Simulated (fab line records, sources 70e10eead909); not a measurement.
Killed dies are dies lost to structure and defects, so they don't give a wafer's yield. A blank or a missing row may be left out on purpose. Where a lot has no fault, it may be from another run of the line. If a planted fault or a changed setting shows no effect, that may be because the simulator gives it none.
fab line records :: flow nandHarc
[record]
  lots = 6
  wafers = 18
  lastDay = 33
route steps=1302 shown A_STAIRCASE@844
lots that met no fault: from a run of the same line without faults
startH: the number of hours between the record's first day and the start of the first shown wafer of the lot :: waitH: how many hours have passed since the lot's step before this one :: " unchanged from the row above :: L1.1+2: several wafers, shown together as one row :: - value missing, or start not given :: * or withheld: withheld :: < > ~ a bound
route shown NAME@n: names a module that has steps shown in the file, with the first one's number in the route :: usual: the fault-free wafers' mean and standard deviation :: same: alike in all rows :: chamber/n: place in a boat :: sites: each site's reading :: _std_site: standard deviation across them :: _edge_site: inner sites' mean taken away from outer sites' mean :: radiusMm: how far each site lies from the wafer's centre :: mask NAME#n: copy n :: behind: the tool/chamber that last shaped the wafer :: hold: reason for holding the lot/hours on hold/outcome of the hold :: device: whichever transistor did not switch (one of n, p or np) :: end of line: the same wafers' tests at the end of the route :: a step given without rows: its recipe and nothing more :: killed: at the first sort, the dies lost to defects and structure; wafer yield is something else :: map: shows each die of a wafer: x if killed, . if not, _ if none is there
set.NAME: setting as actually run; set.NAME@STEP: the setting as run at that earlier step :: model.NAME: the simulator's own value behind a step, which no gauge read
lots at some steps of the route; a table a step, a row a wafer
services: when a tool's chamber went out of use (startH, in hours from the record's first day, below 0 if earlier), for how many hours, and the reason
[[steps]]
[step NHARC_A_STAIRCASE_DEP_417]
[recipe]
  targetThkA = 600
  stepCoveragePct = 20
  tempC = 400
  targetThkNm = 60
  flowSccm = 200
  rfW = 450
  material = Si3N4
[usual]
  heaterPowerW = 680/110
  rfFwdPowerW = 449.0/1.3
lot.wafer: L574.3
tool: pecvd-04
chamber: 0
startH: 438.91
waitH: -
heaterPowerW: 887
rfFwdPowerW: 449.3
sinceWetCleanH: 157

lot.wafer: L574.5
tool: pecvd-04
chamber: 0
startH: 438.91
waitH: -
heaterPowerW: 881
rfFwdPowerW: 448.6
sinceWetCleanH: -

lot.wafer: L574.4
tool: pecvd-04
chamber: 1
startH: 438.91
waitH: -
heaterPowerW: 603
rfFwdPowerW: 446.9
sinceWetCleanH: -

lot.wafer: L577.2
tool: pecvd-03
chamber: 1
startH: 441.41
waitH: -
heaterPowerW: 603
rfFwdPowerW: 448.4
sinceWetCleanH: 62

lot.wafer: L577.3
tool: pecvd-03
chamber: 2
startH: 441.41
waitH: -
heaterPowerW: 689
rfFwdPowerW: 447.4
sinceWetCleanH: 62

lot.wafer: L577.6
tool: pecvd-03
chamber: 2
startH: 441.41
waitH: -
heaterPowerW: 691
rfFwdPowerW: 448.7
sinceWetCleanH: -

lot.wafer: L578.1
tool: pecvd-03
chamber: 2
startH: 464.52
waitH: -
heaterPowerW: 749
rfFwdPowerW: 450.0
sinceWetCleanH: 86

lot.wafer: L578.4
tool: pecvd-03
chamber: 2
startH: 464.52
waitH: -
heaterPowerW: 734
rfFwdPowerW: 451.4
sinceWetCleanH: -

lot.wafer: L578.5
tool: pecvd-03
chamber: 1
startH: 464.52
waitH: -
heaterPowerW: 545
rfFwdPowerW: 449.9
sinceWetCleanH: -

lot.wafer: L582.1
tool: pecvd-02
chamber: 0
startH: 505.74
waitH: -
heaterPowerW: 605
rfFwdPowerW: 448.3
sinceWetCleanH: 85

lot.wafer: L582.5
tool: pecvd-02
chamber: 2
startH: 505.74
waitH: -
heaterPowerW: 882
rfFwdPowerW: 450.4
sinceWetCleanH: -

lot.wafer: L582.4
tool: pecvd-02
chamber: 0
startH: 505.74
waitH: -
heaterPowerW: 607
rfFwdPowerW: 448.9
sinceWetCleanH: -

lot.wafer: L592.2
tool: pecvd-02
chamber: 0
startH: 602.15
waitH: -
heaterPowerW: 583
rfFwdPowerW: 448.9
sinceWetCleanH: 0

lot.wafer: L592.4
tool: pecvd-02
chamber: 2
startH: 602.15
waitH: -
heaterPowerW: 778
rfFwdPowerW: 451.1
sinceWetCleanH: -

lot.wafer: L592.6
tool: pecvd-02
chamber: 0
startH: 602.15
waitH: -
heaterPowerW: 578
rfFwdPowerW: 449.0
sinceWetCleanH: -

lot.wafer: L594.2
tool: pecvd-03
chamber: 0
startH: 625.93
waitH: -
heaterPowerW: 802
rfFwdPowerW: 448.9
sinceWetCleanH: 66

lot.wafer: L594.6
tool: pecvd-03
chamber: 1
startH: 625.93
waitH: -
heaterPowerW: 595
rfFwdPowerW: 447.2
sinceWetCleanH: -

lot.wafer: L594.5
tool: pecvd-03
chamber: 2
startH: 625.93
waitH: -
heaterPowerW: 698
rfFwdPowerW: 450.4
sinceWetCleanH: -
[step NHARC_A_STAIRCASE_WET_418]
[recipe]
  tempC = 160
  targetDepthA = 200
  chemistry = H3PO4
[step NHARC_A_STAIRCASE_PRECLEAN_419]
[recipe]
  timeS = *
  tempC = 50
  bathAgeMin = 0
  chemistry = SC1
[step NHARC_A_STAIRCASE_SRD_421]
[step NHARC_A_STAIRCASE_ALD_420]
[recipe]
  targetThkA = 200
  pulseTimeS = 6
  aldCycles = 200
  tempC = 300
  material = SiO2
[usual]
  heaterPowerW = 466/45
  precursorPulseHeightRel = 0.999/0.02
lot.wafer: L574.3
tool: aldHk-01
chamber: 3
startH: 441.63
waitH: -
heaterPowerW: 372
precursorPulseHeightRel: 0.999
sinceWetCleanH: 134

lot.wafer: L574.4
tool: aldHk-01
chamber: 0
startH: 441.63
waitH: -
heaterPowerW: 428
precursorPulseHeightRel: 0.990
sinceWetCleanH: 134

lot.wafer: L574.5
tool: aldHk-01
chamber: 3
startH: 441.63
waitH: -
heaterPowerW: 362
precursorPulseHeightRel: 0.998
sinceWetCleanH: -

lot.wafer: L577.2
tool: aldHk-04
chamber: 2
startH: 444.25
waitH: -
heaterPowerW: 425
precursorPulseHeightRel: 1.004
sinceWetCleanH: 2

lot.wafer: L577.3
tool: aldHk-04
chamber: 3
startH: 444.25
waitH: -
heaterPowerW: 427
precursorPulseHeightRel: 0.995
sinceWetCleanH: 2

lot.wafer: L577.6
tool: aldHk-04
chamber: 1
startH: 444.25
waitH: -
heaterPowerW: 464
precursorPulseHeightRel: 1.038
sinceWetCleanH: -

lot.wafer: L578.4
tool: aldHk-02
chamber: 1
startH: 467.23
waitH: -
heaterPowerW: 529
precursorPulseHeightRel: 1.006
sinceWetCleanH: 110

lot.wafer: L578.1
tool: aldHk-02
chamber: 3
startH: 467.23
waitH: -
heaterPowerW: 465
precursorPulseHeightRel: 1.005
sinceWetCleanH: 110

lot.wafer: L578.5
tool: aldHk-02
chamber: 2
startH: 467.23
waitH: -
heaterPowerW: 506
precursorPulseHeightRel: 1.020
sinceWetCleanH: -

lot.wafer: L582.4
tool: aldHk-02
chamber: 2
startH: 509.02
waitH: -
heaterPowerW: 484
precursorPulseHeightRel: 1.004
sinceWetCleanH: 151

lot.wafer: L582.1
tool: aldHk-02
chamber: 3
startH: 509.02
waitH: -
heaterPowerW: 474
precursorPulseHeightRel: 0.966
sinceWetCleanH: 152

lot.wafer: L582.5
tool: aldHk-02
chamber: 1
startH: 509.02
waitH: -
heaterPowerW: 527
precursorPulseHeightRel: 1.005
sinceWetCleanH: -

lot.wafer: L592.4
tool: aldHk-02
chamber: 2
startH: 609.55
waitH: -
heaterPowerW: 486
precursorPulseHeightRel: 0.995
sinceWetCleanH: 74

lot.wafer: L592.2
tool: aldHk-02
chamber: 0
startH: 609.55
waitH: -
heaterPowerW: 485
precursorPulseHeightRel: 0.996
sinceWetCleanH: 74

lot.wafer: L592.6
tool: aldHk-02
chamber: 1
startH: 609.55
waitH: -
heaterPowerW: 532
precursorPulseHeightRel: 0.992
sinceWetCleanH: -

lot.wafer: L594.2
tool: aldHk-01
chamber: 2
startH: 628.72
waitH: -
heaterPowerW: 445
precursorPulseHeightRel: 0.996
sinceWetCleanH: 143

lot.wafer: L594.5
tool: aldHk-01
chamber: 1
startH: 628.72
waitH: -
heaterPowerW: 515
precursorPulseHeightRel: 1.000
sinceWetCleanH: -

lot.wafer: L594.6
tool: aldHk-01
chamber: 2
startH: 628.72
waitH: -
heaterPowerW: 444
precursorPulseHeightRel: 1.020
sinceWetCleanH: -
[step NHARC_A_STAIRCASE_CVD_552]
[recipe]
  targetThkA = 400
  tempC = 700
  pressureMtorr = 300
  material = SiNx
[step NHARC_A_STAIRCASE_DEP_151]
[recipe]
  targetThkA = 72000
  tempC = 400
  targetThkNm = 7200
  teosFlowSccm = 200
  rfW = 500
  material = SiO2
[usual]
  heaterPowerW = 617/110
  rfFwdPowerW = 499.6/1.4
lot.wafer: L574.3
tool: pecvd-02
chamber: 0
startH: 449.81
waitH: 0.5
heaterPowerW: 595
rfFwdPowerW: 498.5
sinceWetCleanH: 29

lot.wafer: L574.5
tool: pecvd-02
chamber: 0
startH: 449.81
waitH: 0.5
heaterPowerW: 489
rfFwdPowerW: 499.6
sinceWetCleanH: -

lot.wafer: L574.4
tool: pecvd-02
chamber: 1
startH: 449.81
waitH: 0.5
heaterPowerW: 513
rfFwdPowerW: 500.0
sinceWetCleanH: -

lot.wafer: L577.2
tool: pecvd-03
chamber: 1
startH: 449.83
waitH: 0.5
heaterPowerW: 585
rfFwdPowerW: 498.0
sinceWetCleanH: 71

lot.wafer: L577.3
tool: pecvd-03
chamber: 2
startH: 449.83
waitH: 0.5
heaterPowerW: 652
rfFwdPowerW: 501.1
sinceWetCleanH: 71

lot.wafer: L577.6
tool: pecvd-03
chamber: 2
startH: 449.83
waitH: 0.5
heaterPowerW: 620
rfFwdPowerW: 501.3
sinceWetCleanH: -

lot.wafer: L578.1
tool: pecvd-04
chamber: 2
startH: 475.44
waitH: 0.5
heaterPowerW: 565
rfFwdPowerW: 501.4
sinceWetCleanH: 12

lot.wafer: L578.5
tool: pecvd-04
chamber: 1
startH: 475.44
waitH: 0.5
heaterPowerW: 508
rfFwdPowerW: 497.8
sinceWetCleanH: -

lot.wafer: L578.4
tool: pecvd-04
chamber: 0
startH: 475.44
waitH: 0.5
heaterPowerW: 684
rfFwdPowerW: 498.8
sinceWetCleanH: -

lot.wafer: L582.1
tool: pecvd-02
chamber: 1
startH: 518.38
waitH: 0.4
heaterPowerW: 634
rfFwdPowerW: 500.8
sinceWetCleanH: 97

lot.wafer: L582.4
tool: pecvd-02
chamber: 1
startH: 518.38
waitH: 0.4
heaterPowerW: 514
rfFwdPowerW: 499.6
sinceWetCleanH: -

lot.wafer: L582.5
tool: pecvd-02
chamber: 1
startH: 518.38
waitH: 0.4
heaterPowerW: 509
rfFwdPowerW: 498.9
sinceWetCleanH: -

lot.wafer: L592.2
tool: pecvd-02
chamber: 0
startH: 617.64
waitH: 0.5
heaterPowerW: 563
rfFwdPowerW: 497.6
sinceWetCleanH: 16

lot.wafer: L592.4
tool: pecvd-02
chamber: 2
startH: 617.64
waitH: 0.5
heaterPowerW: 685
rfFwdPowerW: 500.5
sinceWetCleanH: -

lot.wafer: L592.6
tool: pecvd-02
chamber: 1
startH: 617.64
waitH: 0.5
heaterPowerW: 470
rfFwdPowerW: 499.1
sinceWetCleanH: -

lot.wafer: L594.2
tool: pecvd-02
chamber: 2
startH: 636.71
waitH: 0.4
heaterPowerW: 753
rfFwdPowerW: 499.0
sinceWetCleanH: 35

lot.wafer: L594.5
tool: pecvd-02
chamber: 2
startH: 636.71
waitH: 0.4
heaterPowerW: 701
rfFwdPowerW: 500.8
sinceWetCleanH: -

lot.wafer: L594.6
tool: pecvd-02
chamber: 0
startH: 636.71
waitH: 0.4
heaterPowerW: 491
rfFwdPowerW: 500.6
sinceWetCleanH: -
[step NHARC_A_STAIRCASE_ANNEAL_320]
[recipe]
  tempC = 750
  timeS = 1800
[step NHARC_A_STAIRCASE_DEP_322]
[recipe]
  targetThkA = 72000
  tempC = 400
  targetThkNm = 7200
  teosFlowSccm = 200
  rfW = 500
  material = SiO2
[usual]
  heaterPowerW = 627/110
  rfFwdPowerW = 499.5/1.6
lot.wafer: L577.3
tool: pecvd-03
chamber: 1
startH: 458.04
waitH: 0.2
heaterPowerW: 537
rfFwdPowerW: 500.2
sinceWetCleanH: 79

lot.wafer: L577.2
tool: pecvd-03
chamber: 2
startH: 458.04
waitH: 0.2
heaterPowerW: 666
rfFwdPowerW: 499.1
sinceWetCleanH: 79

lot.wafer: L577.6
tool: pecvd-03
chamber: 1
startH: 458.04
waitH: 0.2
heaterPowerW: 464
rfFwdPowerW: 498.5
sinceWetCleanH: -

lot.wafer: L574.3
tool: pecvd-02
chamber: 0
startH: 458.13
waitH: 0.3
heaterPowerW: 601
rfFwdPowerW: 500.0
sinceWetCleanH: 37

lot.wafer: L574.5
tool: pecvd-02
chamber: 1
startH: 458.13
waitH: 0.3
heaterPowerW: 519
rfFwdPowerW: 499.2
sinceWetCleanH: -

lot.wafer: L574.4
tool: pecvd-02
chamber: 0
startH: 458.13
waitH: 0.3
heaterPowerW: 488
rfFwdPowerW: 502.2
sinceWetCleanH: -

lot.wafer: L578.1
tool: pecvd-04
chamber: 1
startH: 483.44
waitH: 0.1
heaterPowerW: 578
rfFwdPowerW: 497.4
sinceWetCleanH: 20

lot.wafer: L578.4
tool: pecvd-04
chamber: 2
startH: 483.44
waitH: 0.1
heaterPowerW: 523
rfFwdPowerW: 500.0
sinceWetCleanH: -

lot.wafer: L578.5
tool: pecvd-04
chamber: 0
startH: 483.44
waitH: 0.1
heaterPowerW: 694
rfFwdPowerW: 499.7
sinceWetCleanH: -

lot.wafer: L582.1
tool: pecvd-03
chamber: 0
startH: 528.08
waitH: 0.3
heaterPowerW: 746
rfFwdPowerW: 497.9
sinceWetCleanH: 149

lot.wafer: L582.5
tool: pecvd-03
chamber: 1
startH: 528.08
waitH: 0.3
heaterPowerW: 480
rfFwdPowerW: 502.7
sinceWetCleanH: -

lot.wafer: L582.4
tool: pecvd-03
chamber: 2
startH: 528.08
waitH: 0.3
heaterPowerW: 598
rfFwdPowerW: 500.2
sinceWetCleanH: -

lot.wafer: L592.2
tool: pecvd-04
chamber: 1
startH: 627.18
waitH: 0.2
heaterPowerW: 640
rfFwdPowerW: 497.4
sinceWetCleanH: 164

lot.wafer: L592.6
tool: pecvd-04
chamber: 0
startH: 627.18
waitH: 0.2
heaterPowerW: 678
rfFwdPowerW: 497.9
sinceWetCleanH: -

lot.wafer: L592.4
tool: pecvd-04
chamber: 2
startH: 627.18
waitH: 0.2
heaterPowerW: 523
rfFwdPowerW: 499.5
sinceWetCleanH: -

lot.wafer: L594.2
tool: pecvd-02
chamber: 0
startH: 643.83
waitH: 0.1
heaterPowerW: 541
rfFwdPowerW: 498.7
sinceWetCleanH: 42

lot.wafer: L594.6
tool: pecvd-02
chamber: 0
startH: 643.83
waitH: 0.1
heaterPowerW: 473
rfFwdPowerW: 496.2
sinceWetCleanH: -

lot.wafer: L594.5
tool: pecvd-02
chamber: 1
startH: 643.83
waitH: 0.1
heaterPowerW: 481
rfFwdPowerW: 499.2
sinceWetCleanH: -
[step NHARC_A_STAIRCASE_ANNEAL_323]
[recipe]
  tempC = 750
  timeS = 1800
[step NHARC_A_STAIRCASE_DEP_325]
[recipe]
  targetThkA = 72000
  tempC = 400
  targetThkNm = 7200
  teosFlowSccm = 200
  rfW = 500
  material = SiO2
[usual]
  heaterPowerW = 627/100
  rfFwdPowerW = 499.6/1.4
lot.wafer: L577.2
tool: pecvd-02
chamber: 1
startH: 465.63
waitH: 0.1
heaterPowerW: 595
rfFwdPowerW: 499.6
sinceWetCleanH: 45

lot.wafer: L577.3
tool: pecvd-02
chamber: 2
startH: 465.63
waitH: 0.1
heaterPowerW: 814
rfFwdPowerW: 500.9
sinceWetCleanH: 45

lot.wafer: L577.6
tool: pecvd-02
chamber: 1
startH: 465.63
waitH: 0.1
heaterPowerW: 512
rfFwdPowerW: 500.4
sinceWetCleanH: -

lot.wafer: L574.3
tool: pecvd-03
chamber: 2
startH: 465.63
waitH: 0.1
heaterPowerW: 688
rfFwdPowerW: 501.3
sinceWetCleanH: 87

lot.wafer: L574.4
tool: pecvd-03
chamber: 0
startH: 465.63
waitH: 0.1
heaterPowerW: 666
rfFwdPowerW: 500.4
sinceWetCleanH: -

lot.wafer: L574.5
tool: pecvd-03
chamber: 1
startH: 465.63
waitH: 0.1
heaterPowerW: 477
rfFwdPowerW: 500.8
sinceWetCleanH: -

lot.wafer: L578.1
tool: pecvd-02
chamber: 0
startH: 488.27
waitH: 0.2
heaterPowerW: 566
rfFwdPowerW: 499.0
sinceWetCleanH: 67

lot.wafer: L578.5
tool: pecvd-02
chamber: 2
startH: 488.27
waitH: 0.2
heaterPowerW: 725
rfFwdPowerW: 501.8
sinceWetCleanH: -

lot.wafer: L578.4
tool: pecvd-02
chamber: 1
startH: 488.27
waitH: 0.2
heaterPowerW: 530
rfFwdPowerW: 500.0
sinceWetCleanH: -

lot.wafer: L582.1
tool: pecvd-03
chamber: 1
startH: 535.52
waitH: 0.3
heaterPowerW: 613
rfFwdPowerW: 500.1
sinceWetCleanH: 157

lot.wafer: L582.5
tool: pecvd-03
chamber: 2
startH: 535.52
waitH: 0.3
heaterPowerW: 613
rfFwdPowerW: 500.5
sinceWetCleanH: -

lot.wafer: L582.4
tool: pecvd-03
chamber: 0
startH: 535.52
waitH: 0.3
heaterPowerW: 672
rfFwdPowerW: 496.5
sinceWetCleanH: -

lot.wafer: L592.2
tool: pecvd-03
chamber: 1
startH: 636.78
waitH: 0.1
heaterPowerW: 517
rfFwdPowerW: 559.6
sinceWetCleanH: 77

lot.wafer: L592.4
tool: pecvd-03
chamber: 2
startH: 636.78
waitH: 0.1
heaterPowerW: 578
rfFwdPowerW: 558.7
sinceWetCleanH: -

lot.wafer: L592.6
tool: pecvd-03
chamber: 0
startH: 636.78
waitH: 0.1
heaterPowerW: 664
rfFwdPowerW: 558.7
sinceWetCleanH: -

lot.wafer: L594.2
tool: pecvd-03
chamber: 0
startH: 652.99
waitH: 0.1
heaterPowerW: 811
rfFwdPowerW: 562.1
sinceWetCleanH: 93

lot.wafer: L594.6
tool: pecvd-03
chamber: 1
startH: 652.99
waitH: 0.1
heaterPowerW: 462
rfFwdPowerW: 561.4
sinceWetCleanH: -

lot.wafer: L594.5
tool: pecvd-03
chamber: 2
startH: 652.99
waitH: 0.1
heaterPowerW: 583
rfFwdPowerW: 558.0
sinceWetCleanH: -
[step NHARC_A_STAIRCASE_ANNEAL_326]
[recipe]
  tempC = 750
  timeS = 1800
[[services]]
tool: pecvd-02
chamber: 0
startH: 421.10
hours: -
kind: clean

tool: pecvd-02
chamber: 1
startH: 421.10
hours: -
kind: clean

tool: pecvd-02
chamber: 2
startH: 421.10
hours: -
kind: clean

tool: pecvd-04
chamber: -
startH: 450.14
hours: 13.0
kind: pm

tool: pecvd-03
chamber: -
startH: 463.29
hours: 1.2
kind: repair

tool: aldHk-01
chamber: -
startH: 476.06
hours: 10.0
kind: pm

tool: pecvd-02
chamber: 2
startH: 510.33
hours: 12.8
kind: repair

tool: pecvd-02
chamber: 0
startH: 514.61
hours: 11.8
kind: repair

tool: pecvd-04
chamber: -
startH: 521.73
hours: 0.7
kind: repair

tool: aldHk-02
chamber: -
startH: 526.00
hours: 10.0
kind: pm

tool: pecvd-04
chamber: 0
startH: 530.07
hours: 4.7
kind: repair

tool: pecvd-04
chamber: 1
startH: 543.51
hours: 4.8
kind: repair

tool: pecvd-03
chamber: -
startH: 547.00
hours: 13.0
kind: pm

tool: pecvd-03
chamber: 0
startH: 547.00
hours: 13.0
kind: ventCycle

tool: pecvd-03
chamber: 1
startH: 547.00
hours: 13.0
kind: ventCycle

tool: pecvd-03
chamber: 2
startH: 547.00
hours: 13.0
kind: ventCycle

tool: pecvd-03
chamber: 0
startH: 560.00
hours: -
kind: clean

tool: pecvd-03
chamber: 1
startH: 560.00
hours: -
kind: clean

tool: pecvd-03
chamber: 2
startH: 560.00
hours: -
kind: clean

tool: pecvd-04
chamber: 2
startH: 583.16
hours: 2.0
kind: repair

tool: pecvd-02
chamber: -
startH: 589.10
hours: 13.0
kind: pm

tool: pecvd-03
chamber: -
startH: 595.11
hours: 0.5
kind: repair

tool: aldHk-04
chamber: -
startH: 610.75
hours: 10.0
kind: pm

tool: pecvd-04
chamber: -
startH: 631.27
hours: 13.0
kind: pm
[[key]]
[firstSign]
  step = NHARC_A_STAIRCASE_DEP_325
  reading = rfFwdPowerW
  direction = up
  sigmas = 42
  usual = *
  struck = *
effect none on later readings
metAt NHARC_A_STAIRCASE_DEP_325
struckWafers L592.2,L592.4,L592.6,L594.2,L594.5,L594.6
testerLeftOut L592,L594
onsetBetween 535.52 636.78
[fault]
  kind = processParameterDrift
  tool = pecvd-03
  chamber = -
  onsetH = 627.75
  steps = NHARC_A_STAIRCASE_DEP_325
  channel = rfW
  offset = *
  shape = step
  endH = 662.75
  actsIn = *
  stated = *
// testerLeftOut: of these lots the tester's yield and bins aren't shown, on N5 and GAA mostly nor the transistor test; their killed dies are dies lost to structure and defects alone, not to doping, threshold or leakage, so they don't give the yield
